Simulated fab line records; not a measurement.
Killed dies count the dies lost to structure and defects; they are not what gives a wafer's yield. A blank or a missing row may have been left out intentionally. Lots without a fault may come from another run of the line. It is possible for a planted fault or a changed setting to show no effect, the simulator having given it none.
fab line records	flow nandHarc
record: lots: 13	wafers: 39	lastDay: 24
route steps=1159 shown A_SLIT@795 A_WL_FILL@823 END@1159
lots with no fault: from the same line, run without faults
startH: hours from the record's opening day to when the first of the lot's shown wafers began	waitH: time in hours since the lot's previous step	" unchanged from the row above	L1.1+2: one row covering several wafers at once	- value missing, or start not given	* or withheld: withheld	< > ~ a bound
route shown NAME@n: NAME is a module with steps in the file, n the number in the route of the first one	usual: the fault-free wafers' mean and standard deviation	same: alike in all rows	chamber/n: place in a boat	sites: the reading at each site	_std_site: how widely they spread, as a standard deviation	_edge_site: the outer-site mean with the inner-site mean subtracted	radiusMm: how far each site lies from the wafer's centre	mask NAME#n: copy n	behind: the most recent tool/chamber to have shaped the wafer	hold: what put the lot on hold/how long, in hours/how the hold closed	device: transistor that didn't switch, given as n, p or np	end of line: the tests these same wafers got at the end of their route	for a step that has no rows: nothing shown but its recipe	killed: the dies lost at the first sort to structure and to defects; this is not the yield of the wafer	map: the dies of a wafer, with x for killed, . for not killed, _ for no die there
set.NAME: setting as actually run; set.NAME@STEP: the setting as run at that earlier step	model.NAME: the simulator's own value behind a step, which no gauge read
a sample of lots followed through the steps of the route, with each step as a table and each wafer as a row
services: a tool's chamber out of use, with start hour (startH, from the record's first day; less than 0 if before it), hours out, and reason
== steps ==
step: NHARC_A_SLIT_ETCH_15
recipe: targetDepthA: 32000	overEtchFrac: 0.3	timeS: 832	ionEnergyEv: 150	o2FlowSccm: 400	cosFlowSccm: 20	arFlowSccm: 0	rfW: 500	biasW: 300	chemistry: O2/COS
usual: drypumpMotorCurrentA: 5.9/0.48	oesProductAu: 0.998/0.01	rfVppV: 314.1/1.8	showerheadPlenumPTorr: 3.11/0.12	throttleValvePct: 28.329/0.0094
lot.wafer	tool	chamber	startH	waitH	drypumpMotorCurrentA	oesProductAu	rfHoursCounterH	rfVppV	showerheadPlenumPTorr	throttleValvePct
L622.3	rieDiel-08	3	-	-	5.4	0.986	0	315.5	3.12	28.332
L622.1	"	1	"	"	6.2	1.008	1	312.1	2.96	28.341
L622.2	"	2	"	"	5.5	0.997	0	313.7	3.02	28.326
L625.3	rieDiel-08	1	-	-	6.1	1.012	1	312.7	2.96	28.326
L625.2	"	3	"	"	5.4	0.991	1	314.8	3.12	28.323
L625.5	"	2	"	"	5.5	0.989	-	312.5	3.02	28.317
L623.2	rieDiel-12	3	-	-	6.7	0.986	6	316.1	3.20	28.349
L623.3	"	0	"	"	6.1	0.995	7	311.7	3.05	28.327
L623.5	"	3	"	"	6.7	0.991	-	314.8	3.20	28.324
L624.3	rieDiel-05	1	-	-	6.4	1.002	13	315.2	3.18	28.358
L624.1	"	2	"	"	5.0	0.995	13	313.2	3.05	28.332
L624.2	"	3	"	"	5.2	1.002	13	315.8	3.25	28.333
L626.2	rieDiel-08	3	-	-	5.4	0.994	4	314.0	3.11	28.335
L626.4	"	2	"	"	5.5	0.988	4	313.6	3.02	28.332
L626.5	"	0	"	"	5.6	1.001	-	313.0	2.96	28.336
L631.1	rieDiel-12	0	-	-	6.2	1.000	10	315.0	3.05	28.333
L631.5	"	1	"	"	5.8	0.995	-	315.3	3.15	28.325
L631.6	"	2	"	"	6.4	0.995	-	316.7	3.33	28.326
L634.2	rieDiel-12	3	-	-	6.6	0.997	0	315.0	3.19	28.338
L634.3	"	1	"	"	5.8	0.986	0	314.5	3.15	28.332
L634.1	"	2	"	"	6.4	1.008	0	317.5	3.34	28.327
L635.3	rieDiel-08	2	-	-	5.5	1.002	6	313.1	3.02	28.347
L635.6	"	1	"	"	6.1	1.019	-	311.7	2.96	28.324
L635.5	"	2	"	"	5.5	1.001	-	312.6	3.02	28.327
L637.3	rieDiel-08	1	-	-	6.2	1.016	8	312.0	2.96	28.331
L637.2	"	2	"	"	5.5	0.990	8	313.5	3.02	28.316
L637.5	"	1	"	"	6.2	1.015	-	311.3	2.96	28.318
L638.1	rieDiel-12	0	-	-	6.2	0.987	2	312.8	3.05	28.318
L638.4	"	1	"	"	5.8	0.993	3	315.4	3.15	28.335
L638.5	"	2	"	"	6.5	1.004	-	317.3	3.33	28.325
L640.2	rieDiel-05	2	-	-	5.0	0.993	6	313.1	3.05	28.333
L640.1	"	3	"	"	5.2	0.989	6	315.3	3.25	28.335
L640.4	"	1	"	"	6.4	1.019	6	315.4	3.18	28.318
L642.2	rieDiel-08	3	-	-	5.4	0.988	10	314.3	3.11	28.325
L642.3	"	0	"	"	5.6	0.995	10	313.5	2.96	28.330
L642.4	"	1	"	"	6.1	1.000	10	311.0	2.96	28.322
L643.3	rieDiel-08	1	-	-	6.2	1.008	11	311.3	2.96	28.337
L643.5	"	2	"	"	5.5	0.979	-	312.1	3.01	28.310
L643.6	"	3	"	"	5.4	0.999	-	315.1	3.11	28.338
step: NHARC_A_WL_FILL_ETCHBACK_16
recipe: targetDepthA: 880	timeS: 17.6	c4f8FlowSccm: withheld	o2FlowSccm: 8	arFlowSccm: withheld	rfW: 600	biasW: 800	chemistry: C4F8/O2/Ar
usual: oesProductAu: 0.991/0.024	rfVppV: 723/4.5
lot.wafer	tool	chamber	startH	waitH	oesProductAu	rfHoursCounterH	rfVppV
L622.2	rieDiel-09	2	-	-	1.016	8	721
L622.1	"	3	"	"	0.980	7	728
L622.3	"	0	"	"	1.000	2	718
L625.3	rieDiel-13	2	-	-	0.995	2	720
L625.2	"	0	"	"	0.997	2	719
L625.5	"	2	"	"	1.006	-	716
L623.3	rieDiel-09	1	-	-	0.983	8	730
L623.2	"	3	"	"	0.990	8	728
L623.5	"	1	"	"	0.995	-	731
L624.2	rieDiel-06	1	-	-	1.013	3	720
L624.3	"	3	"	"	1.001	4	723
L624.1	"	0	"	"	1.000	4	728
L626.2	rieDiel-09	2	-	-	1.020	10	721
L626.4	"	0	"	"	0.996	4	720
L626.5	"	2	"	"	1.008	-	720
L631.1	rieDiel-06	0	-	-	0.998	6	731
L631.5	"	2	"	"	1.015	-	716
L631.6	"	3	"	"	0.988	-	722
L635.3	rieDiel-13	1	-	-	0.984	3	726
L635.5	"	2	"	"	0.972	-	719
L635.6	"	3	"	"	0.974	-	724
L634.3	rieDiel-09	0	-	-	0.999	5	718
L634.1	"	1	"	"	0.981	11	730
L634.2	"	2	"	"	1.021	11	721
L637.3	rieDiel-13	0	-	-	0.978	4	719
L637.2	"	3	"	"	0.990	4	725
L637.5	"	0	"	"	0.980	-	720
L640.1	rieDiel-13	1	-	-	0.986	4	726
L640.4	"	2	"	"	0.998	4	718
L640.2	"	0	"	"	0.984	4	720
L638.4	rieDiel-09	3	-	-	0.997	1	727
L638.1	"	0	"	"	1.002	1	719
L638.5	"	0	"	"	1.005	-	718
L642.3	rieDiel-06	3	-	-	1.009	1	722
L642.2	"	1	"	"	1.004	1	718
L642.4	"	2	"	"	1.009	1	717
L643.3	rieDiel-13	2	-	-	1.014	1	719
L643.6	"	2	"	"	1.014	-	718
L643.5	"	3	"	"	1.015	-	725
step: NHARC_A_WL_FILL_CVD_23
recipe: targetThkA: 400	tempC: 620	pressureMtorr: 200	timeS: 800	material: poly-Si
usual: zonePowerTopPct: 19.4/1.2	zonePowerUpperPct: 8.7/0.75
lot.wafer	tool	chamber	startH	waitH	zonePowerTopPct	zonePowerUpperPct
L625.2	lpcvdPoly-02	0	354.16	2.3	19.3	7.7
L625.3	"	0	"	"	19.2	7.8
L625.5	"	0	"	"	19.5	7.8
L624.1	lpcvdPoly-04	0	360.52	2.0	21.2	9.5
L624.2	"	0	"	"	20.2	9.4
L624.3	"	0	"	"	20.5	9.3
L626.2	lpcvdPoly-02	0	380.01	2.3	19.2	7.6
L626.4	"	0	"	"	19.1	7.8
L626.5	"	0	"	"	19.4	7.6
L622.1	lpcvdPoly-02	0	384.16	32.4	19.3	7.8
L622.2	"	0	"	"	19.2	7.7
L622.3	"	0	"	"	19.2	7.6
L623.2	lpcvdPoly-04	0	390.52	32.3	20.5	9.3
L623.3	"	0	"	"	20.4	9.4
L623.5	"	0	"	"	20.2	9.4
L635.3	lpcvdPoly-03	0	418.19	2.6	17.1	8.9
L635.5	"	0	"	"	17.3	8.8
L635.6	"	0	"	"	17.2	8.7
L634.1	lpcvdPoly-04	0	426.07	2.4	20.5	9.5
L634.2	"	0	"	"	20.4	9.4
L634.3	"	0	"	"	20.4	9.3
L631.1	lpcvdPoly-02	0	439.63	32.4	19.0	7.7
L631.5	"	0	"	"	19.1	7.6
L631.6	"	0	"	"	19.0	7.7
L637.2	lpcvdPoly-04	0	449.49	2.1	20.4	9.5
L637.3	"	0	"	"	20.7	9.4
L637.5	"	0	"	"	20.2	9.6
L640.1	lpcvdPoly-03	0	453.42	2.6	17.1	8.8
L640.2	"	0	"	"	17.3	8.7
L640.4	"	0	"	"	17.0	8.8
L638.1	lpcvdPoly-04	0	456.19	2.3	20.7	9.5
L638.4	"	0	"	"	20.7	9.4
L638.5	"	0	"	"	20.6	9.3
L642.2	lpcvdPoly-04	0	474.83	2.5	20.4	9.3
L642.3	"	0	"	"	20.6	9.6
L642.4	"	0	"	"	20.6	9.4
L643.3	lpcvdPoly-02	0	485.98	2.4	19.2	7.8
L643.5	"	0	"	"	19.3	7.7
L643.6	"	0	"	"	18.9	7.8
step: NHARC_A_WL_FILL_CMP_12
recipe: tOverpolishS: 30	targetThkNm: 75
usual: edgeZonePressureFrac: 1.000/0.0052	motorCurrentA: 12.2/1	overpolishRunS: 29.998/0.0094	timeToEndpointS: 16.9/2.4
lot.wafer	tool	chamber	startH	waitH	edgeZonePressureFrac	motorCurrentA	overpolishRunS	timeToEndpointS
L625.2	cmp-02	3	363.43	4.3	0.999	12.4	29.990	16.0
L625.3	"	0	"	"	0.995	11.8	29.996	18.5
L625.5	"	3	"	"	1.000	11.9	30.009	16.2
L624.3	cmp-04	0	373.66	2.2	0.996	11.4	30.011	15.3
L624.1	"	2	"	"	1.006	10.4	29.995	13.1
L624.2	"	3	"	"	1.013	12.6	29.996	20.1
L626.2	cmp-02	1	388.48	4.4	1.000	12.6	30.001	17.2
L626.4	"	3	"	"	0.998	12.7	29.976	15.6
L626.5	"	1	"	"	0.982	12.9	30.009	16.2
L622.3	cmp-02	2	392.23	2.9	0.997	13.3	29.993	18.0
L622.1	"	3	"	"	0.999	12.1	29.979	15.0
L622.2	"	1	"	"	0.999	12.7	30.002	15.6
L623.2	cmp-01	2	400.99	4.3	1.000	14.0	30.006	17.0
L623.3	"	1	"	"	1.002	13.7	30.005	19.9
L623.5	"	3	"	"	1.001	12.4	30.005	17.9
L635.3	cmp-01	0	426.29	2.9	0.999	10.7	30.009	19.4
L635.5	"	0	"	"	1.008	10.8	30.011	15.5
L635.6	"	1	"	"	1.012	12.9	30.006	12.0
L634.1	cmp-02	3	434.12	3.6	1.002	12.1	30.007	17.6
L634.3	"	1	"	"	0.997	13.0	29.988	12.3
L634.2	"	2	"	"	1.008	12.1	30.007	18.1
L631.1	cmp-02	2	452.04	7.9	1.007	13.5	30.015	18.9
L631.6	"	2	"	"	1.001	13.1	29.992	20.7
L631.5	"	3	"	"	0.990	12.2	29.986	18.0
L637.2	cmp-01	0	457.89	4.4	1.001	10.7	30.022	19.7
L637.3	"	1	"	"	1.000	12.8	30.012	15.8
L637.5	"	2	"	"	0.997	14.0	29.996	13.5
L640.1	cmp-02	2	462.62	3.6	1.002	13.1	29.997	20.4
L640.4	"	3	"	"	1.004	11.8	29.996	15.2
L640.2	"	1	"	"	1.000	12.9	29.993	17.4
L638.1	cmp-04	3	469.09	3.6	1.003	13.2	29.984	16.3
L638.4	"	2	"	"	0.998	11.7	30.000	11.4
L638.5	"	3	"	"	1.003	12.8	30.001	17.3
L642.4	cmp-02	2	484.37	2.9	1.003	13.0	29.992	15.3
L642.2	"	0	"	"	0.994	11.9	30.004	17.4
L642.3	"	1	"	"	1.003	12.6	30.001	12.0
L643.3	cmp-01	1	498.07	2.2	0.997	13.5	30.007	15.9
L643.5	"	1	"	"	0.995	13.5	29.994	15.4
L643.6	"	2	"	"	0.992	13.1	30.010	16.2
step: NHARC_END_SORT_01
recipe: tempC: 25
usual: killedAtArray: 26/10	killedAtOther: 0.5/0.87	killedAtPeriphery: 3.0/2.5	killedDies: 29/11	killedOpen: 3.3/1.9	killedShort: 1.8/1.5
same: grossDies: 677
lot.wafer	tool	chamber	startH	waitH	killedAtArray	killedAtOther	killedAtPeriphery	killedDies	killedOpen	killedShort
L622.1	prober-02	0	469.18	2.5	12	0	3	15	3	2
L622.2	prober-02	0	469.98	2.8	11	0	3	14	1	2
L622.3	prober-02	0	470.77	3.1	18	0	1	19	10	2
L623.2	prober-01	0	491.14	2.8	22	1	0	23	1	1
L623.3	prober-01	0	491.94	3.1	40	1	0	41	7	3
L623.5	prober-01	0	493.53	3.7	20	0	3	23	5	1
L631.1	prober-01	0	521.30	2.5	22	0	3	25	2	2
L631.5	prober-01	0	524.47	3.7	21	5	2	28	5	2
L631.6	prober-01	0	525.27	4.0	29	0	5	34	3	3
L637.2	prober-01	0	535.03	2.8	20	1	3	24	3	3
L637.3	prober-01	0	535.84	3.1	27	1	3	31	1	2
L637.5	prober-01	0	537.48	3.8	31	0	1	32	3	3
killed by level:class
L622.1 A_M0:geometricParticle:open=3 P_M1:chamberFilmFlake=2 A_CHANNEL_HOLE_D1:chamberFilmFlake=2 A_CONTACT:chamberFilmFlake=2 A_CHANNEL_FILL_D1:geometricParticle:short=1 A_BLC:geometricParticle:short=1 P_M2:chamberFilmFlake=1 A_CHANNEL_FILL_D1:chamberFilmFlake=1
L622.2 A_CHANNEL_HOLE_D1:chamberFilmFlake=3 P_M1:chamberFilmFlake=2 A_ONON_D1:geometricParticle:short=1 A_WL_FILL:geometricParticle:short=1 A_WL_FILL:geometricParticle:open=1 P_BONDPAD:chamberFilmFlake=1 A_ZERO_WELL:chamberFilmFlake=1 A_CHANNEL_FILL_D1:chamberFilmFlake=1
L622.3 A_CHANNEL_FILL_D1:geometricParticle:open=3 A_M0:geometricParticle:open=3 A_CHANNEL_HOLE_D1:chamberFilmFlake=3 A_SOURCE_PLATE:geometricParticle:short=2 A_ONON_D1:geometricParticle:open=2 A_WL_FILL:geometricParticle:open=1 A_CONTACT:geometricParticle:open=1 P_M1:chamberFilmFlake=1
L623.2 A_CHANNEL_HOLE_D1:chamberFilmFlake=7 A_SLIT:chamberFilmFlake=6 A_CONTACT:chamberFilmFlake=3 A_ZERO_WELL:chamberFilmFlake=2 A_WL_FILL:chamberFilmFlake=2 A_ONON_D1:geometricParticle:short=1 A_M0:geometricParticle:open=1 THIN_TSV:chamberFilmFlake=1
L623.3 A_CHANNEL_HOLE_D1:chamberFilmFlake=16 A_SLIT:chamberFilmFlake=6 A_WL_FILL:chamberFilmFlake=4 A_CONTACT:geometricParticle:open=3 A_CONTACT:geometricParticle:short=2 A_M1:geometricParticle:open=2 A_ZERO_WELL:chamberFilmFlake=2 A_CONTACT:chamberFilmFlake=2
L623.5 A_CHANNEL_HOLE_D1:chamberFilmFlake=7 A_SLIT:chamberFilmFlake=5 A_CONTACT:chamberFilmFlake=3 A_CONTACT:geometricParticle:open=2 P_GATE:geometricParticle:open=1 P_CONTACT:geometricParticle:short=1 P_CONTACT:geometricParticle:open=1 A_CHANNEL_FILL_D1:geometricParticle:open=1
L631.1 A_SLIT:chamberFilmFlake=14 A_CHANNEL_HOLE_D1:chamberFilmFlake=3 A_BLC:geometricParticle:short=2 P_CONTACT:geometricParticle:open=1 P_M1:geometricParticle:open=1 P_GATE:chamberFilmFlake=1 A_STAIRCASE:chamberFilmFlake=1 A_WL_FILL:chamberFilmFlake=1
L631.5 A_SLIT:chamberFilmFlake=9 A_CHANNEL_HOLE_D1:chamberFilmFlake=3 A_STAIRCASE:chamberFilmFlake=3 THIN_TSV:chamberFilmFlake=3 STARTING-WAFER:geometricParticle:open=2 P_CONTACT:geometricParticle:short=1 A_CHANNEL_FILL_D1:geometricParticle:open=1 A_SLIT:geometricParticle:open=1
L631.6 A_SLIT:chamberFilmFlake=14 A_CHANNEL_HOLE_D1:chamberFilmFlake=7 A_WL_FILL:chamberFilmFlake=4 P_STI:chamberFilmFlake=2 P_GATE:geometricParticle:short=1 P_M0:geometricParticle:short=1 P_M0:geometricParticle:open=1 A_SOURCE_PLATE:geometricParticle:short=1
L637.2 A_SLIT:chamberFilmFlake=10 A_CHANNEL_HOLE_D1:chamberFilmFlake=4 A_CONTACT:chamberFilmFlake=3 P_CONTACT:geometricParticle:open=2 P_M0:geometricParticle:short=1 A_CHANNEL_FILL_D1:geometricParticle:short=1 A_BLC:geometricParticle:open=1 STARTING-WAFER:geometricParticle:short=1
L637.3 A_SLIT:chamberFilmFlake=17 A_CHANNEL_HOLE_D1:chamberFilmFlake=5 A_STAIRCASE:chamberFilmFlake=3 P_STI:geometricParticle:short=1 P_CONTACT:geometricParticle:short=1 A_CONTACT:geometricParticle:open=1 P_M0:chamberFilmFlake=1 A_CONTACT:chamberFilmFlake=1
L637.5 A_SLIT:chamberFilmFlake=14 A_CHANNEL_HOLE_D1:chamberFilmFlake=9 A_CONTACT:geometricParticle:open=2 A_STAIRCASE:chamberFilmFlake=2 A_SLIT:geometricParticle:short=1 A_BLC:geometricParticle:short=1 A_M0:geometricParticle:short=1 A_M1:geometricParticle:open=1
== services ==
tool	chamber	startH	hours	kind
cmp-02	-	297.42	23.5	repair
rieDiel-09	3	298.58	5.0	repair
rieDiel-09	-	299.07	0.8	repair
rieDiel-08	-	302.07	9.0	pm
cmp-01	-	308.06	4.0	pm
rieDiel-12	1	309.14	5.5	repair
cmp-01	-	313.92	2.8	repair
lpcvdPoly-04	-	314.00	26.0	pm
cmp-02	-	324.54	4.0	pm
rieDiel-12	-	324.63	0.5	repair
cmp-01	-	334.15	2.8	repair
cmp-02	-	337.31	1.9	repair
rieDiel-12	3	343.80	2.7	repair
rieDiel-13	1	368.54	4.2	repair
rieDiel-08	-	368.55	0.6	repair
rieDiel-09	-	377.78	1.4	repair
cmp-02	-	403.79	0.5	repair
cmp-02	-	422.54	4.0	pm
rieDiel-08	1	448.29	1.4	repair
cmp-02	-	448.51	0.5	repair
rieDiel-13	-	453.00	9.0	pm
rieDiel-09	3	486.74	2.6	repair
lpcvdPoly-02	-	494.09	26.0	pm
cmp-02	-	495.06	2.0	repair
== key ==
firstSign: step: NHARC_A_WL_FILL_CVD_23	reading: waitH	direction: changed
effect none on later readings
metAt NHARC_A_WL_FILL_CVD_23
struckLots L622,L623,L631
struckWafers L622.1,L622.2,L622.3,L623.2,L623.3,L623.5,L631.1,L631.5,L631.6
testerLeftOut L622,L623,L631
notActingAt NHARC_A_SLIT_ETCH_15,NHARC_A_WL_FILL_ETCHBACK_16,NHARC_A_WL_FILL_CMP_12
fault: kind: queueTimeViolation	tool: lpcvdPoly-02,lpcvdPoly-03,lpcvdPoly-04	chamber: 0	onsetH: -	steps: NHARC_A_WL_FILL_CVD_23	delayHr: 30	scope: struckLotsOnly
testerLeftOut: of these lots the tester's yield and bins aren't shown, on N5 and GAA mostly nor the transistor test; their killed dies are dies lost to structure and defects alone, not to doping, threshold or leakage, so they don't give the yield
